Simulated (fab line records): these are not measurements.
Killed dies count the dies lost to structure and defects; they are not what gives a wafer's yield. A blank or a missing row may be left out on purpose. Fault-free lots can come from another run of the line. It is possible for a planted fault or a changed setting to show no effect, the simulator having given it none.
fab line records | flow nand_harc
[record] lots = 24 wafers = 72 last_day = 29
route steps=1159 shown P_GATE@205 P_CONTACT@234 P_M0@264 P_M1@307 P_BONDPAD@379
lots that met no fault: taken from a fault-free run of the same line
start_h: hours from the record's opening day to when the first of the lot's shown wafers began | wait_h: hours since the lot's step before | " as in the row above | L1.1+2: a single row standing in for several wafers | - either no value or no given start | * or withheld: withheld | < > ~ a bound
route shown NAME@n: NAME is a module with steps in the file, n the number in the route of the first one | usual: mean/standard deviation of fault-free wafers | same: alike in all rows | chamber/n: place in a boat | sites: the reading at each site | _std_site: their standard deviation | _edge_site: mean of outer sites minus mean of inner sites | radius_mm: how far each site lies from the wafer's centre | mask NAME#n: copy n | behind: the last tool/chamber to shape the wafer | hold: the reason the lot was held/the length of the hold in hours/how it ended | device: the transistor (n, p or np) that didn't switch | end of line: at the end of the route, the tests of the same wafers | for a step that has no rows: nothing shown but its recipe | killed: count of dies lost to structure and defects at first sort (not the wafer's yield) | map: per-die view of a wafer (x killed, . not killed, _ where there is no die)
set.NAME: the setting the step ran with; set.NAME@STEP: the setting that earlier step ran with | model.NAME: the simulator's own value behind a step, which no gauge read
the route's steps for a sample of lots (tables are steps, rows are wafers)
services: a tool's chamber out of use, with start hour (start_h, from the record's first day; less than 0 if before it), hours out, and reason
[[steps]]
[step NHARC_P_GATE_STRIP_95]
[recipe] power_w = 1500 temp_c = 250 chemistry = O2
[usual] drypump_motor_current_A = 5.6/0.3 heater_power_w = 321/27
// columns lot.wafer tool chamber start_h wait_h drypump_motor_current_A heater_power_w rf_hours_counter_h
L077.1 plasma_asher-01 1 164.84 0.6 5.6 298 21
L077.4 " 0 " " 5.3 327 -
L077.6 " 0 " " 5.3 329 -
L075.1 plasma_asher-02 0 165.07 0.6 5.8 362 43
L075.2 " 1 " " 6.1 319 43
L075.5 " 1 " " 6.1 315 -
L076.2 plasma_asher-01 1 166.33 0.6 5.6 301 22
L076.1 " 0 " " 5.3 321 22
L076.6 " 1 " " 5.6 285 -
L074.1 plasma_asher-01 1 171.21 0.6 5.6 291 25
L074.5 " 1 " " 5.6 292 -
L074.6 " 0 " " 5.3 328 -
L078.1 plasma_asher-02 1 171.53 0.6 6.1 316 46
L078.3 " 1 " " 6.2 322 -
L078.6 " 0 " " 5.8 359 -
L081.2 plasma_asher-02 1 177.26 0.6 6.2 308 50
L081.3 " 1 " " 6.2 320 -
L081.6 " 1 " " 6.1 324 -
L080.4 plasma_asher-01 1 178.70 0.4 5.6 292 -
L080.5 " 1 " " 5.6 288 -
L080.6 " 0 " " 5.3 329 -
L079.4 plasma_asher-02 0 179.25 0.3 5.8 377 -
L079.5 " 1 " " 6.2 314 -
L079.6 " 0 " " 5.8 381 -
L082.1 plasma_asher-02 0 183.36 0.6 5.8 378 53
L082.2 " 1 " " 6.1 317 53
L082.5 " 1 " " 6.2 312 -
L083.2 plasma_asher-01 1 185.23 0.6 5.6 289 31
L083.3 " 1 " " 5.6 288 -
L083.5 " 1 " " 5.6 283 -
L084.2 plasma_asher-01 1 186.03 0.5 5.6 291 32
L084.4 " 1 " " 5.6 285 -
L084.5 " 1 " " 5.6 291 -
L086.1 plasma_asher-01 1 190.59 0.6 5.6 286 36
L086.3 " 1 " " 5.6 291 -
L086.5 " 0 " " 5.3 331 -
L085.2 plasma_asher-01 1 191.79 0.6 5.6 293 37
L085.1 " 0 " " 5.3 333 37
L085.6 " 1 " " 5.6 289 -
L087.1 plasma_asher-01 1 192.72 0.6 5.6 294 38
L087.2 " 0 " " 5.3 328 38
L087.6 " 0 " " 5.3 327 -
L088.2 plasma_asher-01 0 196.49 0.6 5.3 324 39
L088.1 " 1 " " 5.6 295 39
L088.4 " 1 " " 5.6 281 -
L089.2 plasma_asher-02 0 199.88 0.5 5.8 363 3
L089.4 " 1 " " 6.2 306 -
L089.5 " 0 " " 5.8 359 -
L090.2 plasma_asher-01 1 200.54 0.6 5.6 288 41
L090.1 " 0 " " 5.3 322 41
L090.6 " 1 " " 5.6 288 -
L092.1 plasma_asher-01 0 207.27 0.6 5.3 329 43
L092.2 " 1 " " 5.6 289 43
L092.6 " 0 " " 5.3 325 -
L091.4 plasma_asher-02 1 207.70 0.4 6.1 308 -
L091.5 " 1 " " 6.2 307 -
L091.6 " 0 " " 5.8 354 -
L093.2 plasma_asher-01 0 218.77 0.6 5.3 329 44
L093.1 " 1 " " 5.6 286 44
L093.6 " 1 " " 5.6 291 -
L094.1 plasma_asher-02 0 224.25 0.5 5.8 356 9
L094.3 " 0 " " 5.8 355 -
L094.6 " 0 " " 5.8 358 -
L095.2 plasma_asher-01 0 224.39 0.6 5.3 336 46
L095.4 " 1 " " 5.6 281 -
L095.5 " 0 " " 5.3 328 -
L097.2 plasma_asher-01 1 237.46 0.6 5.6 302 49
L097.1 " 0 " " 5.3 337 49
L097.6 " 0 " " 5.3 334 -
L096.1 plasma_asher-02 0 238.03 0.6 5.8 351 11
L096.4 " 0 " " 5.8 359 -
L096.5 " 1 " " 6.2 316 -
[step NHARC_P_CONTACT_INSPECT_14]
[usual] raw_defect_count = 3.5/2
// columns lot.wafer tool chamber start_h wait_h raw_defect_count
L075.1 defect_inspect-01 - 168.59 0.0 2
L075.2 " - " " 3
L075.5 " - " " 4
L077.1 defect_inspect-01 - 168.93 0.0 1
L077.4 " - " " 2
L077.6 " - " " 3
L076.1 defect_inspect-02 - 169.99 0.0 1
L076.2 " - " " 5
L076.6 " - " " 4
L074.1 defect_inspect-02 - 175.05 0.0 7
L074.5 " - " " 1
L074.6 " - " " 1
L078.1 defect_inspect-02 - 175.52 0.0 2
L078.3 " - " " 3
L078.6 " - " " 3
L081.2 defect_inspect-02 - 180.97 0.1 0
L081.3 " - " " 1
L081.6 " - " " 2
L080.4 defect_inspect-01 - 182.25 0.0 4
L080.5 " - " " 3
L080.6 " - " " 5
L079.4 defect_inspect-02 - 182.77 0.0 6
L079.5 " - " " 4
L079.6 " - " " 5
L082.1 defect_inspect-01 - 186.93 0.0 2
L082.2 " - " " 3
L082.5 " - " " 0
L083.2 defect_inspect-02 - 188.98 0.0 2
L083.3 " - " " 3
L083.5 " - " " 3
L084.2 defect_inspect-01 - 189.90 0.0 2
L084.4 " - " " 1
L084.5 " - " " 8
L086.1 defect_inspect-02 - 195.06 0.0 3
L086.3 " - " " 6
L086.5 " - " " 1
L085.1 defect_inspect-01 - 195.39 0.0 4
L085.2 " - " " 2
L085.6 " - " " 5
L087.1 defect_inspect-02 - 196.56 0.0 7
L087.2 " - " " 7
L087.6 " - " " 9
L088.1 defect_inspect-02 - 200.38 0.0 3
L088.2 " - " " 4
L088.4 " - " " 2
L089.2 defect_inspect-01 - 203.72 0.0 5
L089.4 " - " " 2
L089.5 " - " " 5
L090.1 defect_inspect-01 - 204.37 0.0 1
L090.2 " - " " 6
L090.6 " - " " 6
L092.1 defect_inspect-02 - 211.04 0.0 5
L092.2 " - " " 2
L092.6 " - " " 2
L091.4 defect_inspect-01 - 211.49 0.0 1
L091.5 " - " " 4
L091.6 " - " " 4
L093.1 defect_inspect-02 - 222.74 0.0 2
L093.2 " - " " 1
L093.6 " - " " 1
L094.1 defect_inspect-01 - 227.87 0.0 2
L094.3 " - " " 3
L094.6 " - " " 2
L095.2 defect_inspect-01 - 228.27 0.0 6
L095.4 " - " " 8
L095.5 " - " " 5
L097.1 defect_inspect-02 - 241.01 0.0 0
L097.2 " - " " 5
L097.6 " - " " 6
L096.1 defect_inspect-02 - 241.65 0.0 8
L096.4 " - " " 2
L096.5 " - " " 5
[step NHARC_P_M0_OVL_MEAS_10]
[recipe] pitch_nm = 180
[usual] overlay_x_nm = -0.3/0.86 overlay_y_nm = 0.2/0.72
// columns lot.wafer tool chamber start_h wait_h overlay_x_nm overlay_y_nm
L075.1 overlay-01 - 175.13 - -1.7 1.3
L075.2 " - " " -1.2 0.6
L075.5 " - " " -1.4 0.9
L077.1 overlay-01 - 175.45 - 0.5 -0.2
L077.4 " - " " 0.3 -0.4
L077.6 " - " " 0.4 0.0
L076.1 overlay-01 - 176.03 - 0.4 -0.6
L076.2 " - " " -0.7 -0.6
L076.6 " - " " -0.5 -0.8
L074.1 overlay-02 - 179.06 - -0.5 -0.7
L074.5 " - " " -0.5 -0.7
L074.6 " - " " -0.9 -1.9
L078.1 overlay-02 - 179.97 - -0.6 -0.4
L078.3 " - " " -1.3 -0.2
L078.6 " - " " -1.0 -0.3
L081.2 overlay-02 - 188.88 - -1.2 0.8
L081.3 " - " " -1.2 0.2
L081.6 " - " " -1.2 0.3
L080.4 overlay-01 - 190.25 - -0.2 -0.4
L080.5 " - " " -0.8 -0.3
L080.6 " - " " -0.1 0.0
L079.4 overlay-01 - 190.52 - 0.9 -1.0
L079.5 " - " " 1.0 -0.4
L079.6 " - " " 1.2 -0.8
L082.1 overlay-01 - 195.10 - -0.7 1.0
L082.2 " - " " -1.0 1.0
L082.5 " - " " -0.8 1.7
L083.2 overlay-02 - 196.83 - -1.6 0.4
L083.3 " - " " -2.1 0.5
L083.5 " - " " -2.2 0.9
L084.2 overlay-02 - 199.24 - 0.0 0.6
L084.4 " - " " -0.2 0.3
L084.5 " - " " 0.4 0.7
L086.1 overlay-02 - 200.67 - 0.7 0.7
L086.3 " - " " 0.3 0.7
L086.5 " - " " 0.7 0.4
L085.1 overlay-01 - 201.02 - 0.1 -0.2
L085.2 " - " " 0.6 0.5
L085.6 " - " " 0.2 0.0
L087.1 overlay-02 - 201.94 - 0.3 0.1
L087.2 " - " " 0.2 0.3
L087.6 " - " " 0.3 0.2
L088.1 overlay-01 - 210.35 - 0.5 0.2
L088.2 " - " " 0.4 -0.2
L088.4 " - " " 0.4 0.6
L089.2 overlay-01 - 213.64 - -1.3 0.3
L089.4 " - " " -0.5 0.4
L089.5 " - " " -0.8 0.7
L090.1 overlay-02 - 214.15 - -1.6 0.0
L090.2 " - " " -1.7 -0.3
L090.6 " - " " -1.6 0.1
L092.1 overlay-01 - 217.51 - -0.2 1.0
L092.2 " - " " -0.5 1.2
L092.6 " - " " -0.5 0.5
L091.4 overlay-01 - 218.08 - 1.4 0.7
L091.5 " - " " 0.9 0.8
L091.6 " - " " 0.5 1.1
L093.1 overlay-02 - 226.91 - 0.6 0.2
L093.2 " - " " 0.1 -0.3
L093.6 " - " " 0.5 0.6
L094.1 overlay-01 - 232.01 - 0.0 1.4
L094.3 " - " " 0.8 1.3
L094.6 " - " " 0.3 0.4
L095.2 overlay-02 - 232.40 - -0.7 -0.8
L095.4 " - " " -0.6 -0.5
L095.5 " - " " -1.1 -0.5
L097.1 overlay-01 - 247.06 - -0.1 -0.5
L097.2 " - " " 0.0 -0.1
L097.6 " - " " -0.2 0.0
L096.1 overlay-02 - 247.75 - -0.8 1.1
L096.4 " - " " -1.0 1.3
L096.5 " - " " -0.5 1.7
[step NHARC_P_M1_PVD_20]
[recipe] target_thk_a = 50 bias_v = 168.6 power_w = 15000 chamber_pressure_pa = 0.12 time_s = 8.06 substrate_temp_c = 50 material = TaN
[usual] bias_v = 168.5/1.8 throttle_valve_pct = 29.7/0.97
// columns lot.wafer tool chamber start_h wait_h bias_v throttle_valve_pct
L075.1 pvd_sputter-01 - - - 171.0 30.3
L075.2 " - " " 168.9 30.4
L075.5 " - " " 171.0 30.9
L077.4 pvd_sputter-02 - - - 169.3 29.7
L077.1 " - " " 171.5 29.4
L077.6 " - " " 169.0 29.7
L076.1 pvd_sputter-02 - - - 169.2 29.7
L076.2 " - " " 168.7 29.8
L076.6 " - " " 165.1 29.6
L074.1 pvd_sputter-02 - - - 166.2 29.5
L074.5 " - " " 170.4 29.4
L074.6 " - " " 165.3 29.6
L078.3 pvd_sputter-01 - - - 169.1 30.5
L078.1 " - " " 170.3 30.8
L078.6 " - " " 171.5 30.5
L081.2 pvd_sputter-02 - - - 165.7 29.6
L081.3 " - " " 168.0 29.4
L081.6 " - " " 167.0 29.7
L080.4 pvd_sputter-03 - - - 166.2 29.0
L080.6 " - " " 165.4 29.0
L080.5 " - " " 168.7 29.6
L079.4 pvd_sputter-03 - - - 169.8 31.1
L079.6 " - " " 170.4 27.7
L079.5 " - " " 168.1 29.0
L082.2 pvd_sputter-02 - - - 171.3 29.5
L082.1 " - " " 167.4 29.8
L082.5 " - " " 168.2 29.6
L083.3 pvd_sputter-01 - - - 165.8 30.4
L083.2 " - " " 168.9 30.5
L083.5 " - " " 167.6 30.8
L084.4 pvd_sputter-02 - - - 169.3 29.5
L084.2 " - " " 166.3 29.4
L084.5 " - " " 168.1 29.5
L086.1 pvd_sputter-01 - - - 167.3 30.5
L086.3 " - " " 167.0 30.6
L086.5 " - " " 166.9 31.3
L085.1 pvd_sputter-02 - - - 167.7 29.5
L085.2 " - " " 170.5 30.1
L085.6 " - " " 169.1 29.6
L087.1 pvd_sputter-03 - - - 170.2 28.9
L087.2 " - " " 168.4 31.0
L087.6 " - " " 168.2 27.6
L088.2 pvd_sputter-01 - - - 169.6 30.9
L088.4 " - " " 171.3 30.7
L088.1 " - " " 167.5 30.7
L089.2 pvd_sputter-03 - - - 170.3 29.5
L089.4 " - " " 167.0 31.2
L089.5 " - " " 168.6 29.1
L090.1 pvd_sputter-03 - - - 167.9 27.6
L090.2 " - " " 168.6 29.2
L090.6 " - " " 169.3 28.8
L092.1 pvd_sputter-03 - - - 169.5 27.5
L092.2 " - " " 169.5 29.0
L092.6 " - " " 171.9 27.6
L091.4 pvd_sputter-03 - - - 172.8 27.6
L091.5 " - " " 172.1 27.4
L091.6 " - " " 170.6 29.0
L093.2 pvd_sputter-02 - - - 168.9 29.5
L093.1 " - " " 167.8 30.2
L093.6 " - " " 167.6 29.2
L094.1 pvd_sputter-02 - - - 173.2 29.5
L094.3 " - " " 166.6 29.2
L094.6 " - " " 167.2 30.0
L095.4 pvd_sputter-01 - 238.07 0.1 167.2 30.4
L095.2 " - " " 167.6 30.6
L095.5 " - " " 167.0 30.3
L097.2 pvd_sputter-01 - - - 167.9 30.9
L097.1 " - " " 166.3 30.6
L097.6 " - " " 168.5 30.8
L096.1 pvd_sputter-02 - - - 167.9 29.6
L096.4 " - " " 167.2 29.3
L096.5 " - " " 168.6 29.3
[step NHARC_P_M1_ANNEAL_31]
[recipe] temp_c = 225 time_s = 90
[usual] anneal_temp_c_max = 226.09/0.24 wafer_temp_C_max = 226.06/0.27
// columns lot.wafer tool chamber start_h wait_h anneal_temp_c_max wafer_temp_C_max
L075.1 rtp_anneal-02 0 181.52 - 225.84 225.45
L075.2 " 0 " " 225.84 225.80
L075.5 " 0 " " 225.52 225.81
L077.1 rtp_anneal-02 0 182.18 - 226.01 225.91
L077.4 " 0 " " 225.95 226.30
L077.6 " 0 " " 226.24 225.94
L076.1 rtp_anneal-02 0 183.30 - 226.03 225.81
L076.2 " 0 " " 225.89 225.99
L076.6 " 0 " " 226.38 225.96
L074.1 rtp_anneal-02 0 185.20 0.3 226.11 226.03
L074.5 " 0 " " 226.04 225.91
L074.6 " 0 " " 226.13 225.94
L078.1 rtp_anneal-02 0 186.09 - 226.28 225.74
L078.3 " 0 " " 226.17 225.90
L078.6 " 0 " " 226.01 225.74
L081.2 rtp_anneal-01 0 194.99 0.3 225.61 226.30
L081.3 " 0 " " 226.14 226.01
L081.6 " 0 " " 226.21 226.44
L080.4 rtp_anneal-02 0 196.92 - 226.50 225.90
L080.5 " 0 " " 226.03 225.33
L080.6 " 0 " " 226.26 225.93
L079.4 rtp_anneal-01 0 197.50 0.4 225.99 226.20
L079.5 " 0 " " 226.15 226.07
L079.6 " 0 " " 226.20 226.47
L082.1 rtp_anneal-02 0 201.46 - 226.02 225.85
L082.2 " 0 " " 225.80 225.81
L082.5 " 0 " " 226.08 226.06
L083.2 rtp_anneal-01 0 202.95 - 226.25 226.26
L083.3 " 0 " " 226.05 226.47
L083.5 " 0 " " 226.32 226.24
L084.2 rtp_anneal-02 0 205.71 0.6 226.34 226.08
L084.4 " 0 " " 226.11 225.90
L084.5 " 0 " " 225.99 225.79
L086.1 rtp_anneal-02 0 207.49 0.3 226.22 225.81
L086.3 " 0 " " 226.17 225.92
L086.5 " 0 " " 226.04 225.91
L085.1 rtp_anneal-01 0 208.75 - 226.14 226.00
L085.2 " 0 " " 225.93 226.39
L085.6 " 0 " " 225.85 226.12
L087.1 rtp_anneal-02 0 209.05 - 225.84 226.13
L087.2 " 0 " " 226.35 225.93
L087.6 " 0 " " 225.71 226.06
L088.1 rtp_anneal-01 0 216.46 - 226.17 226.45
L088.2 " 0 " " 226.19 226.24
L088.4 " 0 " " 226.49 226.25
L089.2 rtp_anneal-01 0 220.03 0.5 226.77 226.08
L089.4 " 0 " " 225.92 226.19
L089.5 " 0 " " 226.07 226.40
L090.1 rtp_anneal-02 0 220.33 0.3 226.13 225.84
L090.2 " 0 " " 225.87 225.53
L090.6 " 0 " " 226.01 226.04
L092.1 rtp_anneal-02 0 223.50 0.3 226.06 225.81
L092.2 " 0 " " 225.86 225.73
L092.6 " 0 " " 225.95 225.72
L091.4 rtp_anneal-02 0 224.47 0.3 226.21 225.75
L091.5 " 0 " " 226.34 226.35
L091.6 " 0 " " 226.23 226.04
L093.1 rtp_anneal-01 0 232.86 - 226.15 226.58
L093.2 " 0 " " 225.66 226.35
L093.6 " 0 " " 226.19 226.32
L094.1 rtp_anneal-01 0 237.93 0.3 226.06 226.48
L094.3 " 0 " " 225.89 226.38
L094.6 " 0 " " 226.39 226.55
L095.2 rtp_anneal-02 0 238.92 0.3 226.04 225.96
L095.4 " 0 " " 225.78 225.99
L095.5 " 0 " " 225.88 226.23
L097.1 rtp_anneal-01 0 253.54 - 226.14 226.31
L097.2 " 0 " " 226.28 226.38
L097.6 " 0 " " 226.14 226.26
L096.1 rtp_anneal-02 0 253.65 0.3 226.20 225.79
L096.4 " 0 " " 225.68 225.86
L096.5 " 0 " " 226.23 226.06
[step NHARC_P_BONDPAD_ANNEAL_28]
[recipe] temp_c = 225 time_s = 90
[usual] anneal_temp_c_max = 226.09/0.28 wafer_temp_C_max = 226.1/0.3
// columns lot.wafer tool chamber start_h wait_h anneal_temp_c_max wafer_temp_C_max
L075.1 rtp_anneal-02 0 190.97 - 225.77 226.2
L075.2 " 0 " " 226.15 226.0
L075.5 " 0 " " 225.70 225.7
L077.1 rtp_anneal-02 0 191.59 - 225.73 226.2
L077.4 " 0 " " 225.90 226.4
L077.6 " 0 " " 225.36 226.0
L076.1 rtp_anneal-02 0 192.58 0.5 226.52 225.9
L076.2 " 0 " " 226.19 225.9
L076.6 " 0 " " 226.34 225.9
L074.1 rtp_anneal-02 0 193.87 0.3 226.03 226.2
L074.5 " 0 " " 226.01 225.8
L074.6 " 0 " " 226.10 225.4
L078.1 rtp_anneal-02 0 195.00 - 225.65 225.3
L078.3 " 0 " " 226.08 225.7
L078.6 " 0 " " 225.83 226.0
L081.2 rtp_anneal-01 0 203.57 - 226.85 226.2
L081.3 " 0 " " 225.85 225.9
L081.6 " 0 " " 226.49 226.9
L080.4 rtp_anneal-02 0 205.51 0.3 225.94 225.8
L080.5 " 0 " " 226.47 226.2
L080.6 " 0 " " 226.22 225.9
L079.4 rtp_anneal-02 0 208.30 - 226.01 226.3
L079.5 " 0 " " 225.80 225.7
L079.6 " 0 " " 225.82 226.0
L082.1 rtp_anneal-02 0 210.40 0.4 225.52 226.0
L082.2 " 0 " " 225.66 225.8
L082.5 " 0 " " 225.69 226.1
L083.2 rtp_anneal-01 0 212.32 - 226.43 226.6
L083.3 " 0 " " 226.24 225.9
L083.5 " 0 " " 225.81 226.2
L084.2 rtp_anneal-01 0 214.44 0.4 226.57 226.4
L084.4 " 0 " " 226.19 226.3
L084.5 " 0 " " 226.47 226.4
L086.1 rtp_anneal-02 0 216.26 - 226.38 226.3
L086.3 " 0 " " 226.27 226.3
L086.5 " 0 " " 225.92 226.1
L085.1 rtp_anneal-01 0 217.44 0.4 226.47 225.8
L085.2 " 0 " " 226.13 225.7
L085.6 " 0 " " 226.41 226.4
L087.1 rtp_anneal-02 0 217.78 - 226.23 225.8
L087.2 " 0 " " 225.97 226.0
L087.6 " 0 " " 226.03 225.9
L088.1 rtp_anneal-01 0 225.46 - 225.97 225.8
L088.2 " 0 " " 225.75 226.3
L088.4 " 0 " " 226.16 226.2
L089.2 rtp_anneal-01 0 229.48 - 226.60 226.2
L089.4 " 0 " " 226.35 226.3
L089.5 " 0 " " 226.30 225.8
L090.1 rtp_anneal-01 0 229.74 - 226.11 226.1
L090.2 " 0 " " 226.63 226.2
L090.6 " 0 " " 226.23 226.4
L092.1 rtp_anneal-01 0 232.09 0.3 225.83 226.2
L092.2 " 0 " " 226.32 226.2
L092.6 " 0 " " 226.27 226.4
L091.4 rtp_anneal-02 0 233.06 - 226.19 225.9
L091.5 " 0 " " 226.40 226.1
L091.6 " 0 " " 226.16 226.0
L093.1 rtp_anneal-01 0 241.23 - 226.37 226.1
L093.2 " 0 " " 225.99 226.0
L093.6 " 0 " " 225.81 226.4
L094.1 rtp_anneal-02 0 246.61 - 226.58 226.1
L094.3 " 0 " " 225.59 226.2
L094.6 " 0 " " 225.79 226.0
L095.2 rtp_anneal-02 0 247.67 - 225.72 225.8
L095.4 " 0 " " 225.86 225.5
L095.5 " 0 " " 225.95 226.1
L097.1 rtp_anneal-01 0 262.07 0.3 225.91 226.1
L097.2 " 0 " " 226.27 226.8
L097.6 " 0 " " 226.05 225.7
L096.1 rtp_anneal-01 0 262.55 - 226.66 226.6
L096.4 " 0 " " 226.15 226.1
L096.5 " 0 " " 226.09 226.8
[[services]]
// columns tool chamber start_h hours kind
pvd_sputter-01 - 158.00 10.0 pm
pvd_sputter-03 - 179.13 6.0 repair
plasma_asher-02 0 183.42 9.0 vent_cycle
plasma_asher-02 0 192.42 - clean
plasma_asher-02 1 192.42 - clean
pvd_sputter-01 - 193.37 2.8 repair
pvd_sputter-02 - 214.07 10.0 pm
pvd_sputter-03 - 249.65 10.3 repair
[[key]]
fault none
